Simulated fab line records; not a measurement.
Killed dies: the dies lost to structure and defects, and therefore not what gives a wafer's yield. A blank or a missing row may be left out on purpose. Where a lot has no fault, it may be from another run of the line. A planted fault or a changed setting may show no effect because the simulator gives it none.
Which tool is to blame? -- flow nand harc -- Sampling: 14 lots, 42 wafers, 6 of 1302 route steps

## WHAT THE GAUGES SHOWED, per wafer
NHARC_P_CONTACT_CD_MEAS_19.
lot,measured,on,cd nm (nm)
L418,day 6 02:32,cd sem-01,89.6 91.2 90.3
L419,day 6 07:01,cd sem-02,91.1 88.7 89.2
L420,day 6 16:17,cd sem-01,89.5 89.3 90.6
L421,day 7 02:59,cd sem-01,88.9 90.3 89.8
L422,day 7 21:11,cd sem-03,89.2 90.1 88.8
L423,day 8 00:10,cd sem-01,88.9 90.6 89.3
L424,day 8 12:25,cd sem-03,90.0 92.9 90.3
L426,day 9 10:47,cd sem-03,90.0 89.3 89.5
L433,day 11 23:02,cd sem-03,89.5 89.4 92.5
L432,day 12 00:10,cd sem-02,90.5 90.3 89.2
L436,day 13 18:43,cd sem-03,90.1 91.0 90.7
L437,day 14 03:05,cd sem-01,90.0 89.8 90.1
L438,day 14 14:29,cd sem-03,90.4 91.1 91.7
L440,day 15 00:17,cd sem-02,90.9 90.1 89.8

NHARC_P_M0_CD_MEAS_09: target cd 90 nm.
lot,measured,on,cd nm (nm)
L418,day 6 05:33,cd sem-02,89.8 89.8 89.4
L419,day 6 10:07,cd sem-01,89.7 89.9 89.3
L420,day 6 19:25,cd sem-02,90.3 91.7 91.5
L421,day 7 06:07,cd sem-03,89.3 90.1 89.4
L422,day 8 00:11,cd sem-02,89.4 89.2 90.0
L423,day 8 03:17,cd sem-01,90.1 89.4 89.9
L424,day 8 15:28,cd sem-03,89.3 90.4 90.3
L426,day 9 13:54,cd sem-03,89.8 91.2 90.2
L433,day 12 02:13,cd sem-03,72.0 72.9 73.0
L432,day 12 03:11,cd sem-02,76.3 76.1 76.0
L436,day 13 21:49,cd sem-01,90.0 89.4 90.2
L437,day 14 06:32,cd sem-03,90.9 89.8 90.5
L438,day 14 17:50,cd sem-02,90.6 89.7 89.4
L440,day 15 03:23,cd sem-01,90.7 89.0 89.7

NHARC_P_M0_CD_MEAS_16.
lot,measured,on,cd nm (nm)
L418,day 6 06:02,cd sem-03,89.4 88.9 89.3
L419,day 6 10:37,cd sem-03,89.7 90.8 89.7
L420,day 6 19:53,cd sem-01,90.6 91.3 92.0
L421,day 7 06:36,cd sem-02,89.9 90.6 88.8
L422,day 8 00:40,cd sem-02,89.4 89.6 89.7
L423,day 8 03:46,cd sem-03,90.5 89.5 90.4
L424,day 8 15:58,cd sem-01,89.4 90.5 90.2
L426,day 9 14:45,cd sem-01,90.2 91.4 90.7
L433,day 12 02:42,cd sem-03,72.4 73.3 72.6
L432,day 12 03:40,cd sem-02,76.4 76.3 76.1
L436,day 13 22:17,cd sem-03,90.1 89.8 89.2
L437,day 14 07:02,cd sem-02,90.8 90.1 91.1
L438,day 14 18:22,cd sem-01,90.2 90.2 89.4
L440,day 15 03:52,cd sem-01,90.6 89.5 89.8

## WHICH TOOL RAN EACH LOT (tool, then ch and the chambers of the sampled wafers, then the start)
lot,NHARC_P_CONTACT_ETCH_36,NHARC_P_M0_EXPOSE_06,NHARC_P_M0_ETCH_15
L418,"rie diel-11 ch 0,3, day 6 02:32 or earlier","arfi scanner-02 ch 0, day 6 05:25","rie diel-03 ch 0,2, day 6 06:02 or earlier"
L419,"rie diel-06 ch 0,1, day 6 07:01 or earlier","arfi scanner-03 ch 0, day 6 09:58","rie diel-03 ch 2,3, day 6 10:37 or earlier"
L420,"rie diel-08 ch 0,1,3, day 6 16:17 or earlier","arfi scanner-01 ch 0, day 6 19:16","rie diel-03 ch 0,2,3, day 6 19:53 or earlier"
L421,"rie diel-06 ch 0,3, day 7 02:59 or earlier","arfi scanner-02 ch 0, day 7 05:58","rie diel-03 ch 0,1, day 7 06:36 or earlier"
L422,"rie diel-06 ch 0,1, day 7 21:11 or earlier","arfi scanner-02 ch 0, day 8 00:03","rie diel-10 ch 0,1, day 8 00:40 or earlier"
L423,"rie diel-11 ch 0,1,2, day 8 00:10 or earlier","arfi scanner-01 ch 0, day 8 03:09","rie diel-03 ch 1,2,3, day 8 03:46 or earlier"
L424,"rie diel-06 ch 0,1, day 8 12:25 or earlier","arfi scanner-01 ch 0, day 8 15:20","rie diel-01 ch 0,3, day 8 15:58 or earlier"
L426,"rie diel-06 ch 0,2,3, day 9 10:47 or earlier","arfi scanner-02 ch 0, day 9 13:46","rie diel-10 ch 1,2,3, day 9 14:45 or earlier"
L433,"rie diel-08 ch 0,1,3, day 11 23:02 or earlier","arfi scanner-01 ch 0, day 12 02:05","rie diel-01 ch 0,1,2, day 12 02:42 or earlier"
L432,"rie diel-08 ch 0,1,3, day 12 00:10 or earlier","arfi scanner-01 ch 0, day 12 03:03","rie diel-10 ch 0,1,2, day 12 03:40 or earlier"
L436,"rie diel-08 ch 0,2,3, day 13 18:43 or earlier","arfi scanner-03 ch 0, day 13 21:40","rie diel-03 ch 0,1,3, day 13 22:17 or earlier"
L437,"rie diel-11 ch 0,3, day 14 03:05 or earlier","arfi scanner-02 ch 0, day 14 06:24","rie diel-03 ch 0,1,3, day 14 07:02 or earlier"
L438,"rie diel-11 ch 2,3, day 14 14:29 or earlier","arfi scanner-02 ch 0, day 14 17:41","rie diel-03 ch 0,1, day 14 18:22 or earlier"
L440,"rie diel-11 ch 0,1,3, day 15 00:17 or earlier","arfi scanner-03 ch 0, day 15 03:15","rie diel-01 ch 0,2,3, day 15 03:52 or earlier"
- NHARC_P_CONTACT_ETCH_36: etches the open film in N2/H2, target depth 260 nm, time 406.25 s.
- NHARC_P_M0_EXPOSE_06: exposes mask P M0, target cd 90 nm.
- NHARC_P_M0_ETCH_15: etches the open film in C4F8/Ar, target depth 150 nm, overetch 15 nm, time 82.5 s.

## AS READ BY THE TOOLS THEMSELVES (means over the sampled wafers that have a number; for cases with no such wafer, the mark the record gives instead)
NHARC_P_CONTACT_ETCH_36.
lot,tool,drypump motor current A (A),n2 flow sccm (sccm),oes product au (a.u.),rf vpp V (V),showerhead plenum p Torr (Torr),throttle valve pct (%)
L418,rie diel-11,5.4,149.5,0.996,430.3,2.07,14.173
L419,rie diel-06,5.6,150.2,0.993,428.1,1.95,14.156
L420,rie diel-08,5.9,149.7,0.995,429.6,2.03,14.174
L421,rie diel-06,5.5,150.3,0.991,427.6,1.91,14.174
L422,rie diel-06,5.6,149.9,0.994,428.1,1.95,14.173
L423,rie diel-11,5.7,149.5,0.997,429.4,1.98,14.183
L424,rie diel-06,5.7,150.4,1.007,427.7,1.98,14.160
L426,rie diel-06,5.6,150.4,1.005,429.6,2.01,14.165
L433,rie diel-08,5.9,149.7,1.000,430.1,2.03,14.173
L432,rie diel-08,5.9,150.1,1.005,429.8,2.03,14.180
L436,rie diel-08,5.7,149.6,0.999,428.2,1.98,14.171
L437,rie diel-11,5.4,149.9,1.010,431.5,2.07,14.181
L438,rie diel-11,5.2,149.7,0.998,427.8,1.95,14.170
L440,rie diel-11,5.6,149.6,0.997,431.1,2.04,14.169

NHARC_P_M0_EXPOSE_06.
lot,tool,exposure dose mJ cm2
L418,arfi scanner-02,81.23
L419,arfi scanner-03,81.26
L420,arfi scanner-01,81.29
L421,arfi scanner-02,81.27
L422,arfi scanner-02,81.32
L423,arfi scanner-01,81.30
L424,arfi scanner-01,81.33
L426,arfi scanner-02,81.21
L433,arfi scanner-01,61.18
L432,arfi scanner-01,65.18
L436,arfi scanner-03,81.27
L437,arfi scanner-02,81.32
L438,arfi scanner-02,81.35
L440,arfi scanner-03,81.36

NHARC_P_M0_ETCH_15.
lot,tool,oes product au (a.u.),rf vpp V (V)
L418,rie diel-03,0.970,438
L419,rie diel-03,0.955,439
L420,rie diel-03,0.923,440
L421,rie diel-03,0.964,440
L422,rie diel-10,0.984,443
L423,rie diel-03,0.969,443
L424,rie diel-01,0.929,443
L426,rie diel-10,0.946,443
L433,rie diel-01,0.945,442
L432,rie diel-10,0.974,443
L436,rie diel-03,0.969,443
L437,rie diel-03,0.961,443
L438,rie diel-03,0.951,440
L440,rie diel-01,0.927,442

## THE ANSWER, worked out from the rows above alone
Rule: the lots themselves supply what counts as usual. Put in order of their means at a reading, lots are off if they are a third of the lots or fewer, leave a main group of 4 or more, and stand apart from it by a gap of 3 or more times the standard deviation of the main group's means; of several such gaps the widest counts. A main group is skipped when, at the precision printed for the reading in the tables above, its means are all equal. Also off: a lot with no number at a reading for which 4 or more lots have one. Any other lot the step has rows for is counted as sound. Order of review: gauges by route order, followed by the tools' own readings, for which a lot's mean as printed above is used. The first step at which some lot is off is used, and at that step the reading that is off furthest; a lot without a number counts as furthest.
Off, at NHARC_P_M0_CD_MEAS_09 on cd nm: L433, L432. Main group: mean 90.0 nm, sd 0.45.
If a tool, at a process step before that reading, ran all the lots that are off and no sound lot after the first of them, it fits. The gauges at NHARC_P_M0_CD_MEAS_09 aren't tried: what is off there is off at NHARC_P_M0_EXPOSE_06 too, on other tools, and a gauge's error can't cause that. NHARC_P_CONTACT_ETCH_36: start missing for some lots; hours and lot order therefore follow NHARC_P_CONTACT_CD_MEAS_19. One fits: NHARC_P_M0_EXPOSE_06 on arfi scanner-01. A fault onset in the window from L424 (day 8 15:20, its last sound lot) to L433 (day 12 02:05, its first lot off) fits.
The tool's own readings at NHARC_P_M0_EXPOSE_06 bear it out: on the lots that are off they differ by more than 5 times the standard deviation of the sound lots' means. exposure dose mJ cm2 reads 63.18 there against 81.29 on the sound lots.

## WHAT HAD BEEN PUT IN BY THE SIMULATOR
Drift in process parameters on arfi scanner-01 at NHARC_P_M0_EXPOSE_06, starting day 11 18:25. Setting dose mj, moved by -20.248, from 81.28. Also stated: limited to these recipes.
Shown lots that were struck: L433, L432. The rule given above showed the same thing.
